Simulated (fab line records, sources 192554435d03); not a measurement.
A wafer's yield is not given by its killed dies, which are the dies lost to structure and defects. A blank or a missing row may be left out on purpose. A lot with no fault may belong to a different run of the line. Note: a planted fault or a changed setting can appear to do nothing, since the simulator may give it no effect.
Struck lot and sound lot, side by side	flow n5_finfet	37 steps out of a route of 1938
Sound: wafers L196.1, L196.3, L196.6. Struck: wafers L194.2, L194.6 (left out: L194.4, a lot-mate that was not struck); the cause follows at the end.
Order at every step that has rows: each side's tool, ch and its chambers, its first start. Under that, the readings that differ: sound wafers	struck wafers	difference of the means	sigmas: that difference in standard deviations of wafers without a fault.
alike: same words and numbers on both sides, and readings whose means sit less than 2 such deviations apart. not compared: any withheld reading, any reading some wafer has no value for, any bound like >300 that may hide the same value, and any number with overlapping values for which the record gives no deviation.
A row with sigmas, a row that says differs or no value, or rows on one side alone: a step with any of these is where the two part. Numbers that don't overlap but have no deviation are shown without sigmas and don't part them. A reading missing from all wafers of one side parts the sides only when that side holds two or more wafers.

first, 9 steps without rows for these wafers: N5_BEOL_M10_ALD_74 (deposits TaN, target thk 2 nm, pulse time 2 s, purge time 3 s); N5_BEOL_M10_SURFACE_TREAT_76; N5_BEOL_M10_CVD_75 (deposits Co from CCTBA/H2, target thk 2 nm, time 138.9 s); N5_BEOL_M10_SPUTTER_48 (material Cu, target thk 12 nm, time 2 s); N5_BEOL_M10_ECD_50 (material Cu, target thk 318 nm); N5_BEOL_M10_ANNEAL_51 (time 90 s); N5_BEOL_M10_CMP_52 (polishes, stops on SiCOH lowk, t overpolish 7 s, target thk 140 nm); N5_BEOL_M10_PRE_CLEAN_55 (time 15 s); N5_BEOL_M10_DEP_56 (deposits SiCN from 3MS/NH3, target thk 15 nm, time 26.5 s).
N5_BEOL_M11_ILD_DEP_00: deposits SiCOH lowk from DEMS/porogen, target thk 308.51 nm, time 58 s.
  sound on pecvd-03 ch 0,2, day 17 02:58; struck on pecvd-01 ch 0,2, day 16 18:06
reading	sound	struck	difference	sigmas
run_length_s (s)	100.0 101.4 101.3	114.8 114.0	+13.5	+28
model.SiCOH_lowk_of_BEOL_M11_ILD_DEP_00.thk_nm (nm)	302 309.6 310.2	374.6 382.2	+71.1	
  alike: heater_power_w, showerhead_plenum_p_Torr, throttle_valve_pct
then, 1 step without rows for these wafers: N5_BEOL_M11_CURE_71 (cures SiCOH lowk, time 240 s).
N5_BEOL_M11_THK_MEAS_01:
  struck on film_metro-01, day 16 18:42; sound on film_metro-01, day 17 03:35
reading	sound	struck	difference	sigmas
M11_ILD_THK (nm)	262 269 270	327 333	+63	+19
then, 23 steps without rows for these wafers: N5_BEOL_M11_PECVD_70 (deposits SiO2 from TEOS/O2, target thk 20 nm, time 22.7 s); N5_BEOL_M11_HM_DEP_02 (deposits TiN, target thk 20 nm); N5_BEOL_M11_COAT_59 (time 60 s, resist thk 100 nm); N5_BEOL_M11_COAT_60 (time 60 s, resist thk 30 nm); N5_BEOL_M11_COAT_05 (resist thk 90 nm); N5_BEOL_M11_EBR_07; N5_BEOL_M11_SOFTBAKE_06 (time 60 s); N5_BEOL_M11_EXPOSE_08 (exposes mask M11); N5_BEOL_M11_PEB_09 (peb time 60 s); N5_BEOL_M11_DEVELOP_10 (develop time 30 s); N5_BEOL_M11_DESCUM_16 (chemistry O2, time 7.9 s); N5_BEOL_M11_ETCH_61 (etches SiARC in CF4, target depth 39 nm, time 65 s); N5_BEOL_M11_ETCH_62 (etches SOC in N2/H2, target depth 110 nm, overetch 22 nm, time 165 s); N5_BEOL_M11_STRIP_68 (strips in N2/H2); N5_BEOL_M11_STRIP_67 (strips in CF4); N5_BEOL_M11_HM_OPEN_17 (chemistry Cl2/BCl3, target TiN, target depth 20 nm, overetch 6 nm); N5_BEOL_M11_STRIP_19 (strips in O2); N5_BEOL_M11_COAT_63 (time 60 s, resist thk 100 nm); N5_BEOL_M11_COAT_64 (time 60 s, resist thk 30 nm); N5_BEOL_M11_COAT_22 (resist thk 90 nm); N5_BEOL_M11_EBR_24; N5_BEOL_M11_SOFTBAKE_23 (time 60 s); N5_BEOL_M11_EXPOSE_25 (exposes mask V10).
N5_BEOL_M11_CMP_52: polishes, stops on SiCOH lowk, t overpolish 7 s, target thk 140 nm.
  sound on cmp-04 ch 0,1, day 17 12:06; struck on cmp-04 ch 2,3, day 17 04:07
reading	sound	struck	difference	sigmas
model.SiCOH_lowk_of_BEOL_M11_ILD_DEP_00.thk_nm (nm)	259.2 266 266.6	323.6 330.4	+63.1	
  alike: motor_current_A
N5_PASSIVATION_PROBE_49:
  record: rows for the struck wafers here (prober-02, day 19 03:03), none for the sound ones

== WHERE THEY PART ==
Earliest at N5_BEOL_M11_ILD_DEP_00; latest, in this record, at N5_PASSIVATION_PROBE_49.

WHY: the cause the simulator had injected
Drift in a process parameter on pecvd-01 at N5_BEOL_M11_ILD_DEP_00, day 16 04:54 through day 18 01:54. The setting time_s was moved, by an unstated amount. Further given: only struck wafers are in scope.
